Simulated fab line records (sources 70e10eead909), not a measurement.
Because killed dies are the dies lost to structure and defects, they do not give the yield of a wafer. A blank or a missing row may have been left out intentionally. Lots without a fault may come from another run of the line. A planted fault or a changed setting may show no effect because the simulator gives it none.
Which tool did it?	flow nand_harc	Sampling: 24 lots, 72 wafers, 6 of 1302 route steps

WHAT THE GAUGES READ, wafer by wafer
The record holds no reading of a measuring or inspecting step that can be judged against a usual standard deviation.

WHICH TOOL RAN EACH LOT (tool, then ch and the chambers of the sampled wafers, then the start)
lot	NHARC_P_ZERO_WELL_DESCUM_13	NHARC_P_STI_ETCH_31	NHARC_P_STI_ETCH_15	NHARC_P_GATE_ALD_36	NHARC_P_GATE_STRIP_76	NHARC_P_M0_PRE_CLEAN_31
L074	rie_diel-09 ch 0,1,3, day 1 21:30	rie_diel-06 ch 0,2,3, day 2 21:56 or earlier	rie_si-05 ch 0,2, day 2 21:56	ald_sin-02 ch 1,2,3, day 5 10:38	plasma_asher-01 ch 0,1, day 5 21:20	pecvd-02 ch 0,2, day 6 09:37
L075	rie_diel-13 ch 2,3, day 2 08:37	rie_diel-06 ch 0,3, day 3 08:50 or earlier	rie_si-03 ch 1,3, day 3 08:50	ald_sin-04 ch 1,2, day 5 12:28	plasma_asher-01 ch 0,1, day 6 03:25	pecvd-02 ch 0,2, day 6 16:02
L076	rie_diel-04 ch 0,3, day 2 17:24	rie_diel-11 ch 0,2, day 3 17:40 or earlier	rie_si-03 ch 1,3, day 3 17:40	ald_sin-01 ch 0,1, day 6 06:54	plasma_asher-01 ch 0, day 6 18:53	pecvd-01 ch 0,1, day 7 07:16
L077	rie_diel-13 ch 0,1,3, day 3 03:26	rie_diel-06 ch 0,2,3, day 4 01:21 or earlier	rie_si-05 ch 0,1,3, day 4 01:21	ald_sin-02 ch 1,2,3, day 6 06:22	plasma_asher-01 ch 0,1, day 6 19:24	pecvd-04 ch 0,1,2, day 7 08:14
L078	rie_diel-09 ch 0,1, day 3 13:24	rie_diel-11 ch 1,3, day 4 16:41 or earlier	rie_si-04 ch 0,1,2, day 4 16:41	ald_sin-01 ch 1,3, day 7 03:56	plasma_asher-02 ch 0,1, day 7 16:59	pecvd-02 ch 0,2, day 8 05:49
L079	rie_diel-04 ch 1,2,3, day 3 23:18	rie_diel-06 ch 0,3, day 4 22:14 or earlier	rie_si-05 ch 2,3, day 4 22:14	ald_sin-04 ch 1,2,3, day 7 06:49	plasma_asher-01 ch 0,1, day 7 16:46	pecvd-01 ch 0,1,2, day 8 05:06
L080	rie_diel-04 ch 2,3, day 4 09:23	rie_diel-11 ch 0,1,2, day 5 06:58 or earlier	rie_si-03 ch 0,1, day 5 06:58	ald_sin-02 ch 0,3, day 7 12:44	plasma_asher-02 ch 0,1, day 8 03:52	pecvd-02 ch 0,1,2, day 8 16:23
L081	rie_diel-09 ch 0,1,2, day 4 19:24	rie_diel-11 ch 2,3, day 5 18:35 or earlier	rie_si-03 ch 1,2,3, day 5 18:35	ald_sin-04 ch 0,3, day 8 02:57	plasma_asher-02 ch 0,1, day 8 15:51	pecvd-02 ch 0,1,2, day 9 04:58
L082	rie_diel-09 ch 2,3, day 5 05:25	rie_diel-11 ch 0,1,2, day 6 04:02 or earlier	rie_si-03 ch 0,1,3, day 6 04:02	ald_sin-01 ch 0,2, day 8 08:49	plasma_asher-01 ch 0, day 8 22:40	pecvd-02 ch 1,2, day 9 11:04
L083	rie_diel-04 ch 0,1,3, day 5 15:23	rie_diel-11 ch 0,1,2, day 6 14:42 or earlier	rie_si-03 ch 0,1,2, day 6 14:42	ald_sin-02 ch 0,1,3, day 8 19:46	plasma_asher-02 ch 0,1, day 9 08:53	pecvd-02 ch 0,1,2, day 9 21:28
L084	rie_diel-09 ch 0,1,2, day 6 01:25	rie_diel-10 ch 0,2,3, day 6 22:39 or earlier	rie_si-04 ch 2,3, day 6 22:39	ald_sin-04 ch 1,2, day 9 08:11	plasma_asher-02 ch 0,1, day 9 20:22	pecvd-01 ch 1,2, day 10 08:45
L085	rie_diel-04 ch 0,1,2, day 6 11:17	rie_diel-11 ch 0,2,3, day 7 08:18 or earlier	rie_si-04 ch 0,1,3, day 7 08:18	ald_sin-01 ch 0,2,3, day 9 18:05	plasma_asher-01 ch 0,1, day 10 09:08	pecvd-04 ch 0,1,2, day 10 22:55
L086	rie_diel-09 ch 0,2,3, day 6 21:25	rie_diel-06 ch 0,1,3, day 7 18:47 or earlier	rie_si-04 ch 0,2,3, day 7 18:47	ald_sin-02 ch 0,1,3, day 10 01:50	plasma_asher-01 ch 0,1, day 10 14:52	pecvd-01 ch 0,2, day 11 03:26
L087	rie_diel-04 ch 0,2,3, day 7 07:24	rie_diel-06 ch 0,3, day 8 06:31 or earlier	rie_si-04 ch 0,1, day 8 06:31	ald_sin-04 ch 0,1,3, day 10 10:57	plasma_asher-01 ch 1, day 11 00:05	pecvd-02 ch 0,1, day 11 12:38
L088	rie_diel-13 ch 1,2, day 7 17:24	rie_diel-11 ch 0,3, day 8 14:50 or earlier	rie_si-05 ch 0,1,3, day 8 14:50	ald_sin-02 ch 1,2, day 11 03:34	plasma_asher-01 ch 0,1, day 11 16:42	pecvd-02 ch 0,1,2, day 12 05:07
L089	rie_diel-09 ch 1,2,3, day 8 03:53	rie_diel-11 ch 2,3, day 9 02:37 or earlier	rie_si-03 ch 1,2, day 9 02:37	ald_sin-01 ch 2,3, day 11 02:43	plasma_asher-01 ch 0,1, day 11 17:58	pecvd-01 ch 1,2, day 12 06:26
L090	rie_diel-09 ch 0,1,2, day 8 15:14	rie_diel-10 ch 1,2,3, day 9 15:53 or earlier	rie_si-03 ch 0,1,2, day 9 15:53	ald_sin-02 ch 0,2,3, day 12 03:02	plasma_asher-02 ch 0,1, day 12 16:12	pecvd-02 ch 0,1, day 13 04:28
L091	rie_diel-04 ch 0,1,2, day 8 23:17	rie_diel-10 ch 0,3, day 9 21:08 or earlier	rie_si-04 ch 1,2,3, day 9 21:08	ald_sin-01 ch 1,2,3, day 12 05:49	plasma_asher-01 ch 0,1, day 12 16:49	pecvd-04 ch 0,1,2, day 13 05:17
L092	rie_diel-09 ch 0,1,3, day 9 09:20	rie_diel-10 ch 1,2,3, day 10 07:02 or earlier	rie_si-04 ch 1,2,3, day 10 07:02	ald_sin-04 ch 1,2, day 12 12:02	plasma_asher-02 ch 0,1, day 13 00:02	pecvd-01 ch 0,1,2, day 13 12:30
L093	rie_diel-13 ch 0,1,3, day 9 19:26	rie_diel-10 ch 0,3, day 10 19:34 or earlier	rie_si-03 ch 1,2, day 10 19:34	ald_sin-02 ch 0,1,2, day 13 02:52	plasma_asher-01 ch 0,1, day 13 15:02	pecvd-02 ch 1,2, day 14 03:37
L094	rie_diel-09 ch 2,3, day 10 05:28	rie_diel-06 ch 0,3, day 11 03:56 or earlier	rie_si-03 ch 0,1,2, day 11 03:56	ald_sin-01 ch 0,1,3, day 13 08:29	plasma_asher-02 ch 0,1, day 13 19:35	pecvd-02 ch 0,1,2, day 14 08:01
L095	rie_diel-04 ch 2,3, day 10 15:23	rie_diel-10 ch 1,2,3, day 11 16:58 or earlier	rie_si-05 ch 0,2,3, day 11 16:58	ald_sin-04 ch 0,3, day 14 06:12	plasma_asher-01 ch 0,1, day 14 19:16	pecvd-04 ch 1,2, day 15 07:36
L096	rie_diel-09 ch 0,2,3, day 11 01:24	rie_diel-11 ch 1,2,3, day 12 01:04 or earlier	rie_si-05 ch 0,1,2, day 12 01:04	ald_sin-01 ch 1,2,3, day 14 09:59	plasma_asher-02 ch 0,1, day 14 21:55	pecvd-02 ch 0,1,2, day 15 10:24
L097	rie_diel-13 ch 0,1,3, day 11 11:26	rie_diel-11 ch 1,2,3, day 12 13:55 or earlier	rie_si-04 ch 0,1, day 12 13:55	ald_sin-02 ch 0,1, day 14 19:40	plasma_asher-02 ch 1, day 15 08:54	pecvd-01 ch 0,1, day 15 21:34
- NHARC_P_ZERO_WELL_DESCUM_13: chemistry O2, time 3 s.
- NHARC_P_STI_ETCH_31: etches the open film in CF4/CHF3, target depth 108.9 nm, time 54.5 s.
- NHARC_P_STI_ETCH_15: etches the open film in HBr/Cl2, target depth 300 nm, time 100.1 s.
- NHARC_P_GATE_ALD_36: deposits SiNx, target thk 20 nm, pulse time 60 s, ald cycles 223.
- NHARC_P_GATE_STRIP_76: strips in O2.
- NHARC_P_M0_PRE_CLEAN_31: time 12 s.

AS READ BY THE TOOLS THEMSELVES (means over the sampled wafers that have a number; for cases with no such wafer, the mark the record gives instead)
NHARC_P_ZERO_WELL_DESCUM_13.
lot	tool	drypump_motor_current_A (A)	oes_product_au (a.u.)	rf_vpp_V (V)	showerhead_plenum_p_Torr (Torr)	throttle_valve_pct (%)
L074	rie_diel-09	5.7	0.987	56.8	1.85	11.314
L075	rie_diel-13	5.2	0.998	58.0	2.05	11.316
L076	rie_diel-04	5.9	1.015	58.2	2.00	11.314
L077	rie_diel-13	5.5	1.007	58.4	1.95	11.323
L078	rie_diel-09	5.9	1.003	57.8	1.84	11.309
L079	rie_diel-04	5.7	0.993	57.7	1.86	11.311
L080	rie_diel-04	6.0	1.016	57.5	1.84	11.314
L081	rie_diel-09	6.0	0.991	58.6	1.88	11.313
L082	rie_diel-09	5.6	1.006	58.4	1.93	11.316
L083	rie_diel-04	5.8	1.008	57.5	1.95	11.312
L084	rie_diel-09	6.0	0.997	57.5	1.88	11.307
L085	rie_diel-04	5.6	1.016	57.1	1.93	11.308
L086	rie_diel-09	5.8	1.000	57.8	1.89	11.308
L087	rie_diel-04	5.8	1.010	57.7	1.90	11.309
L088	rie_diel-13	5.4	0.999	58.3	1.95	11.312
L089	rie_diel-09	5.8	1.009	57.7	1.92	11.310
L090	rie_diel-09	6.1	1.003	58.2	1.98	11.310
L091	rie_diel-04	5.6	0.996	58.2	1.92	11.317
L092	rie_diel-09	5.7	1.008	57.7	1.94	11.312
L093	rie_diel-13	5.6	1.009	57.4	1.93	11.321
L094	rie_diel-09	5.7	1.020	57.3	1.92	11.321
L095	rie_diel-04	6.0	0.991	56.7	1.83	11.320
L096	rie_diel-09	5.8	1.014	57.9	1.98	11.309
L097	rie_diel-13	5.5	1.012	57.9	1.93	11.306

NHARC_P_STI_ETCH_31.
lot	tool	cf4_flow_sccm (sccm)	drypump_motor_current_A (A)	oes_product_au (a.u.)	rf_vpp_V (V)	showerhead_plenum_p_Torr (Torr)	throttle_valve_pct (%)
L074	rie_diel-06	99.8	5.5	0.968	370.2	1.56	16.806
L075	rie_diel-06	99.8	5.3	0.961	369.9	1.55	16.804
L076	rie_diel-11	100.4	5.9	0.950	371.4	1.60	16.798
L077	rie_diel-06	100.2	5.6	0.962	370.5	1.56	16.801
L078	rie_diel-11	99.8	6.0	0.969	372.3	1.63	16.809
L079	rie_diel-06	100.2	5.3	0.966	369.7	1.55	16.813
L080	rie_diel-11	100.2	5.6	0.978	370.8	1.58	16.800
L081	rie_diel-11	100.3	6.2	0.926	372.5	1.62	16.795
L082	rie_diel-11	100.2	5.6	0.972	371.1	1.58	16.793
L083	rie_diel-11	100.2	5.6	0.960	370.2	1.58	16.802
L084	rie_diel-10	99.9	5.4	0.972	371.1	1.59	16.803
L085	rie_diel-11	99.7	5.9	0.959	372.6	1.63	16.807
L086	rie_diel-06	100.2	5.5	0.969	370.6	1.57	16.798
L087	rie_diel-06	100.1	5.3	0.953	369.6	1.55	16.805
L088	rie_diel-11	100.2	5.9	0.966	373.6	1.67	16.803
L089	rie_diel-11	100.1	6.3	0.964	373.1	1.66	16.812
L090	rie_diel-10	100.2	5.3	0.971	370.5	1.58	16.802
L091	rie_diel-10	99.8	5.8	0.970	372.0	1.63	16.805
L092	rie_diel-10	99.8	5.2	0.938	371.0	1.58	16.802
L093	rie_diel-10	99.7	5.8	0.976	371.8	1.63	16.800
L094	rie_diel-06	100.0	5.3	0.961	371.6	1.60	16.810
L095	rie_diel-10	100.4	5.3	0.951	370.2	1.58	16.808
L096	rie_diel-11	100.1	6.0	0.957	372.1	1.60	16.803
L097	rie_diel-11	100.0	6.0	0.957	371.7	1.60	16.807

NHARC_P_STI_ETCH_15.
lot	tool	drypump_motor_current_A (A)	oes_product_au (a.u.)	throttle_valve_pct (%)
L074	rie_si-05	5.9	0.996	26.401
L075	rie_si-03	5.4	0.991	26.410
L076	rie_si-03	5.6	0.988	26.403
L077	rie_si-05	5.9	1.004	26.413
L078	rie_si-04	6.1	1.001	26.399
L079	rie_si-05	5.9	1.010	26.406
L080	rie_si-03	6.4	1.006	26.402
L081	rie_si-03	5.4	1.000	26.405
L082	rie_si-03	5.9	0.994	26.400
L083	rie_si-03	5.9	1.002	26.410
L084	rie_si-04	6.7	0.999	26.411
L085	rie_si-04	6.1	1.003	26.403
L086	rie_si-04	6.5	1.003	26.412
L087	rie_si-04	5.9	1.002	26.406
L088	rie_si-05	5.9	1.003	26.397
L089	rie_si-03	5.5	1.001	26.404
L090	rie_si-03	5.9	1.003	26.409
L091	rie_si-04	6.2	1.004	26.415
L092	rie_si-04	6.2	1.004	26.417
L093	rie_si-03	5.5	0.996	26.418
L094	rie_si-03	5.9	1.003	26.412
L095	rie_si-05	5.8	1.002	26.409
L096	rie_si-05	6.0	0.992	26.412
L097	rie_si-04	5.9	0.991	26.414

NHARC_P_GATE_ALD_36.
lot	tool	heater_power_w (W)	precursor_pulse_height_rel
L074	ald_sin-02	843	0.995
L075	ald_sin-04	792	0.972
L076	ald_sin-01	736	1.001
L077	ald_sin-02	847	1.003
L078	ald_sin-01	756	1.003
L079	ald_sin-04	845	0.984
L080	ald_sin-02	823	0.994
L081	ald_sin-04	869	1.019
L082	ald_sin-01	724	0.992
L083	ald_sin-02	861	1.004
L084	ald_sin-04	803	0.993
L085	ald_sin-01	737	0.997
L086	ald_sin-02	869	0.984
L087	ald_sin-04	879	0.983
L088	ald_sin-02	871	0.991
L089	ald_sin-01	745	0.984
L090	ald_sin-02	841	0.991
L091	ald_sin-01	709	1.002
L092	ald_sin-04	799	1.012
L093	ald_sin-02	877	1.007
L094	ald_sin-01	734	0.996
L095	ald_sin-04	834	1.004
L096	ald_sin-01	709	0.979
L097	ald_sin-02	896	1.000

NHARC_P_GATE_STRIP_76.
lot	tool	drypump_motor_current_A (A)	heater_power_w (W)
L074	plasma_asher-01	5.75	368
L075	plasma_asher-01	5.75	369
L076	plasma_asher-01	5.35	349
L077	plasma_asher-01	5.73	367
L078	plasma_asher-02	6.03	339
L079	plasma_asher-01	5.58	359
L080	plasma_asher-02	6.04	336
L081	plasma_asher-02	6.03	337
L082	plasma_asher-01	5.39	351
L083	plasma_asher-02	6.01	291
L084	plasma_asher-02	6.02	291
L085	plasma_asher-01	5.57	361
L086	plasma_asher-01	5.57	366
L087	plasma_asher-01	5.96	378
L088	plasma_asher-01	5.57	366
L089	plasma_asher-01	5.75	373
L090	plasma_asher-02	6.04	326
L091	plasma_asher-01	5.59	362
L092	plasma_asher-02	6.04	321
L093	plasma_asher-01	5.59	358
L094	plasma_asher-02	6.01	283
L095	plasma_asher-01	5.56	360
L096	plasma_asher-02	6.02	280
L097	plasma_asher-02	6.06	371

NHARC_P_M0_PRE_CLEAN_31.
lot	tool	heater_power_w (W)
L074	pecvd-02	606
L075	pecvd-02	651
L076	pecvd-01	683
L077	pecvd-04	605
L078	pecvd-02	615
L079	pecvd-01	726
L080	pecvd-02	638
L081	pecvd-02	630
L082	pecvd-02	575
L083	pecvd-02	667
L084	pecvd-01	803
L085	pecvd-04	623
L086	pecvd-01	704
L087	pecvd-02	653
L088	pecvd-02	628
L089	pecvd-01	773
L090	pecvd-02	655
L091	pecvd-04	617
L092	pecvd-01	707
L093	pecvd-02	594
L094	pecvd-02	633
L095	pecvd-04	639
L096	pecvd-02	658
L097	pecvd-01	713

THE ANSWER, worked out from the rows above alone
Rule: the lots themselves supply what counts as usual. The widest of any qualifying gaps counts: lots, ordered by their means at a reading, are off when they make up no more than a third of the lots, leave a main group of 4 or more, and stand apart from it by 3 or more times the standard deviation of that group's means. Not used: any main group whose means are identical at the precision the tables above print for the reading. Also off: a lot with no number at a reading for which 4 or more lots have one. Any other lot the step has rows for is counted as sound. Order of review: gauges by route order, followed by the tools' own readings, for which a lot's mean as printed above is used. At the first step where some lot is off, the reading lying furthest off is the one used; lots without a number count as furthest.
Across all readings shown, no lot is off: no conclusion can be drawn from this.

WHAT THE SIMULATOR HAD INSERTED
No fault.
